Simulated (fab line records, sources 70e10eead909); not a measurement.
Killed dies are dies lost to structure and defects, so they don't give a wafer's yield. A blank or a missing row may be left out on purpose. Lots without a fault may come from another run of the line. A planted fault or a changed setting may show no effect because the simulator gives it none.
Which tool did it? | flow nand_harc | 12 lots, 36 wafers sampled, at 5 steps of a route of 1302

WHAT THE GAUGES READ, wafer by wafer
NHARC_P_GATE_CD_MEAS_91: target cd 2000 nm. Usual: cd_nm 1999.8 nm, standard deviation 1.5.
lot  | measured     | on        | cd_nm (nm)           | flag
L947 | day 6 09:05  | cd_sem-01 | 2001.6 2002.2 2003.2 |
L951 | day 7 16:25  | cd_sem-03 | 2000.5 2000.8 2001.9 |
L952 | day 8 01:47  | cd_sem-03 | 2000.6 2000.0 2001.2 |
L957 | day 10 04:08 | cd_sem-01 | 2000.0 2003.4 1999.6 |
L958 | day 10 13:41 | cd_sem-03 | 2000.1 1999.6 1999.4 |
L960 | day 11 21:22 | cd_sem-03 | 1998.8 2000.7 2001.0 |
L962 | day 12 10:37 | cd_sem-02 | 1999.9 2000.0 2000.4 |
L963 | day 13 00:25 | cd_sem-03 | 2002.6 2002.4 2000.8 |
L966 | day 13 23:27 | cd_sem-02 | 1999.8 1998.7 2000.1 |
L967 | day 14 12:07 | cd_sem-01 | 2000.0 2001.3 1999.0 |
L968 | day 15 02:58 | cd_sem-01 | 2001.3 2000.2 1999.3 |
L969 | day 15 09:33 | cd_sem-03 | 2000.1 1997.9 1998.2 |

NHARC_END_SORT_01. Usual: killed_at_array 52, standard deviation 19; killed_at_other 0.8, standard deviation 1; killed_at_periphery 3.7, standard deviation 2.5; killed_dies 56, standard deviation 19; killed_open 3.5, standard deviation 2; killed_short 2.2, standard deviation 1.4.
lot  | measured     | on        | killed_at_array | killed_at_other | killed_at_periphery | killed_dies | killed_open | killed_short | flag
L947 | day 24 19:07 | prober-02 | 26 14 31        | 2 0 1           | 1 2 2               | 29 16 34    | 4 0 5       | 6 1 1        |
L951 | day 25 20:44 | prober-02 | 56 32 46        | 0 0 0           | 3 3 0               | 59 35 46    | 0 6 3       | 1 2 2        |
L952 | day 26 05:13 | prober-01 | 52 52 40        | 1 0 0           | 6 4 6               | 59 56 46    | 5 4 1       | 4 2 0        |
L957 | day 28 16:40 | prober-02 | 58 36 54        | 0 0 1           | 2 1 4               | 60 37 59    | 5 3 5       | 3 0 2        |
L963 | day 31 21:50 | prober-02 | 61 75 74        | 0 1 2           | 4 3 3               | 65 79 79    | 8 1 7       | 1 6 3        |
L968 | day 35 08:07 | prober-01 | 73 74 56        | 1 0 0           | 6 6 3               | 80 80 59    | 3 3 4       | 3 1 3        |
L969 | day 34 12:38 | prober-02 | 24 30 19        | 1 1 1           | 0 2 7               | 25 33 27    | 2 2 5       | 2 4 2        |

WHICH TOOL RAN EACH LOT (tool, then ch and the chambers of the sampled wafers, then the start)
lot  | NHARC_P_GATE_DESCUM_61             | NHARC_P_GATE_STRIP_113               | NHARC_P_CONTACT_ETCH_31
L947 | rie_diel-02 ch 1,3, day 6 07:32    | plasma_asher-02 ch 0,1, day 6 09:37  | rie_diel-12 ch 0,3, day 6 14:50
L951 | rie_diel-03 ch 0,1,3, day 7 13:33  | plasma_asher-02 ch 0,1, day 7 16:57  | rie_diel-12 ch 2,3, day 7 22:09
L952 | rie_diel-03 ch 2,3, day 8 00:14    | plasma_asher-02 ch 0,1, day 8 02:26  | rie_diel-12 ch 1,2,3, day 8 07:24
L957 | rie_diel-13 ch 0,2,3, day 10 02:35 | plasma_asher-01 ch 0,1, day 10 04:40 | rie_diel-11 ch 1,2,3, day 10 09:41
L958 | rie_diel-02 ch 0,1,2, day 10 12:08 | plasma_asher-01 ch 0,1, day 10 14:27 | rie_diel-11 ch 1,2, day 10 19:12
L960 | rie_diel-02 ch 1,3, day 11 19:56   | plasma_asher-01 ch 0, day 11 22:02   | rie_diel-07 ch 1,2,3, day 12 02:53
L962 | rie_diel-02 ch 0,1,2, day 12 09:11 | plasma_asher-01 ch 0,1, day 12 11:22 | rie_diel-07 ch 0,1,3, day 12 16:37
L963 | rie_diel-13 ch 0,1,3, day 12 22:52 | plasma_asher-02 ch 0,1, day 13 01:11 | rie_diel-12 ch 1,2,3, day 13 05:54
L966 | rie_diel-13 ch 0,1, day 13 21:55   | plasma_asher-01 ch 0,1, day 13 23:58 | rie_diel-11 ch 0,2,3, day 14 05:05
L967 | rie_diel-13 ch 0,3, day 14 10:41   | plasma_asher-01 ch 0,1, day 14 12:38 | rie_diel-07 ch 2,3, day 14 17:52
L968 | rie_diel-03 ch 1,2,3, day 15 01:31 | plasma_asher-02 ch 0,1, day 15 03:29 | rie_diel-11 ch 0,1,2, day 15 08:34
L969 | rie_diel-03 ch 0,2, day 15 08:07   | plasma_asher-02 ch 0, day 15 10:05   | rie_diel-12 ch 0,2,3, day 15 15:28
- NHARC_P_GATE_DESCUM_61: chemistry O2, time 3 s.
- NHARC_P_GATE_STRIP_113: strips in N2/H2, time 740 s.
- NHARC_P_CONTACT_ETCH_31: etches the open film in CH3F/O2, target depth 30 nm, time 85.7 s.

WHAT THE TOOLS THEMSELVES READ (means of the sampled wafers that have a number; where no wafer has one, the mark that the record gives instead)
NHARC_P_GATE_DESCUM_61. Usual: drypump_motor_current_A 5.8 A, standard deviation 0.46; oes_product_au 0.998 a.u., standard deviation 0.0073; rf_vpp_V 57.8 V, standard deviation 0.86; showerhead_plenum_p_Torr 1.92 Torr, standard deviation 0.091; throttle_valve_pct 11.311 %, standard deviation 0.0096.
lot  | tool        | drypump_motor_current_A (A) | oes_product_au (a.u.) | rf_vpp_V (V) | showerhead_plenum_p_Torr (Torr) | throttle_valve_pct (%) | flag
L947 | rie_diel-02 | 5.6                         | 0.991                 | 58.3         | 1.88                            | 11.316                 |
L951 | rie_diel-03 | 5.4                         | 0.999                 | 57.6         | 1.91                            | 11.306                 |
L952 | rie_diel-03 | 6.3                         | 1.004                 | 57.8         | 1.94                            | 11.312                 |
L957 | rie_diel-13 | 5.8                         | 0.994                 | 56.6         | 1.87                            | 11.316                 |
L958 | rie_diel-02 | 6.0                         | 0.996                 | 57.7         | 1.97                            | 11.319                 |
L960 | rie_diel-02 | 5.8                         | 0.999                 | 58.6         | 1.97                            | 11.314                 |
L962 | rie_diel-02 | 6.0                         | 0.995                 | 57.1         | 1.97                            | 11.308                 |
L963 | rie_diel-13 | 6.1                         | 1.001                 | 58.0         | 1.92                            | 11.325                 |
L966 | rie_diel-13 | 6.0                         | 0.988                 | 57.4         | 1.96                            | 11.306                 |
L967 | rie_diel-13 | 6.1                         | 1.000                 | 57.7         | 1.89                            | 11.303                 |
L968 | rie_diel-03 | 5.6                         | 0.998                 | 58.2         | 1.93                            | 11.310                 |
L969 | rie_diel-03 | 6.1                         | 1.003                 | 57.9         | 1.97                            | 11.308                 |

NHARC_P_GATE_STRIP_113. Usual: drypump_motor_current_A 5.9 A, standard deviation 0.58; heater_power_w 92 W, standard deviation 14.
lot  | tool            | drypump_motor_current_A (A) | heater_power_w (W) | flag
L947 | plasma_asher-02 | 6.1                         | 100                |
L951 | plasma_asher-02 | 6.1                         | 99                 |
L952 | plasma_asher-02 | 6.0                         | 86                 |
L957 | plasma_asher-01 | 5.5                         | 87                 |
L958 | plasma_asher-01 | 5.4                         | 88                 |
L960 | plasma_asher-01 | 4.9                         | 83                 |
L962 | plasma_asher-01 | 5.4                         | 88                 |
L963 | plasma_asher-02 | 6.1                         | 103                |
L966 | plasma_asher-01 | 5.4                         | 87                 |
L967 | plasma_asher-01 | 5.4                         | 88                 |
L968 | plasma_asher-02 | 6.1                         | 100                |
L969 | plasma_asher-02 | 6.2                         | 111                |

NHARC_P_CONTACT_ETCH_31. Usual: drypump_motor_current_A 5.9 A, standard deviation 0.36; oes_product_au 0.975 a.u., standard deviation 0.012; rf_fwd_power_W 496.0 W, standard deviation 1.7; rf_vpp_V 244.9 V, standard deviation 1.4; showerhead_plenum_p_Torr 2.49 Torr, standard deviation 0.086; throttle_valve_pct 20.662 %, standard deviation 0.0088.
lot  | tool        | drypump_motor_current_A (A) | oes_product_au (a.u.) | rf_fwd_power_W (W) | rf_vpp_V (V) | showerhead_plenum_p_Torr (Torr) | throttle_valve_pct (%) | flag
L947 | rie_diel-12 | 5.7                         | 0.977                 | 494.4              | 245.0        | 2.48                            | 20.666                 |
L951 | rie_diel-12 | 5.9                         | 0.983                 | 494.0              | 244.2        | 2.41                            | 20.654                 |
L952 | rie_diel-12 | 5.9                         | 0.960                 | 496.5              | 244.3        | 2.44                            | 20.663                 |
L957 | rie_diel-11 | 5.9                         | 0.883                 | 495.2              | 246.0        | 2.51                            | 20.662                 | OFF
L958 | rie_diel-11 | 5.6                         | 0.863                 | 495.3              | 246.1        | 2.58                            | 20.667                 | OFF
L960 | rie_diel-07 | 5.8                         | 0.972                 | 497.4              | 245.2        | 2.50                            | 20.665                 |
L962 | rie_diel-07 | 6.1                         | 0.971                 | 495.7              | 244.1        | 2.46                            | 20.661                 |
L963 | rie_diel-12 | 6.0                         | 0.981                 | 496.1              | 244.3        | 2.44                            | 20.656                 |
L966 | rie_diel-11 | 6.2                         | 0.977                 | 496.9              | 245.0        | 2.51                            | 20.663                 |
L967 | rie_diel-07 | 5.5                         | 0.962                 | 497.1              | 244.4        | 2.46                            | 20.662                 |
L968 | rie_diel-11 | 5.9                         | 0.992                 | 497.0              | 246.1        | 2.58                            | 20.655                 |
L969 | rie_diel-12 | 5.8                         | 0.956                 | 497.2              | 244.3        | 2.44                            | 20.664                 |

THE ANSWER, worked out from the rows above alone
Rule: a lot is off if the mean of its wafers that have a number lies more than 3 standard deviations from the usual mean. A lot without any number at a reading at which 4 lots or more have one is off too. The other lots that the step has rows for count as sound. The gauges are gone through in route order, then the tools' own readings, and for those a lot's mean is taken as printed above. The first step at which some lot is off is used, and at that step the reading that is off furthest; a lot without a number counts as furthest.
Off: L957, L958, at NHARC_P_CONTACT_ETCH_31 (oes_product_au).
A tool fits if, at that step or a process step before it, it ran every lot that is off, and no sound lot after the first of them. None of those tried fits.

WHAT THE SIMULATOR HAD PUT IN
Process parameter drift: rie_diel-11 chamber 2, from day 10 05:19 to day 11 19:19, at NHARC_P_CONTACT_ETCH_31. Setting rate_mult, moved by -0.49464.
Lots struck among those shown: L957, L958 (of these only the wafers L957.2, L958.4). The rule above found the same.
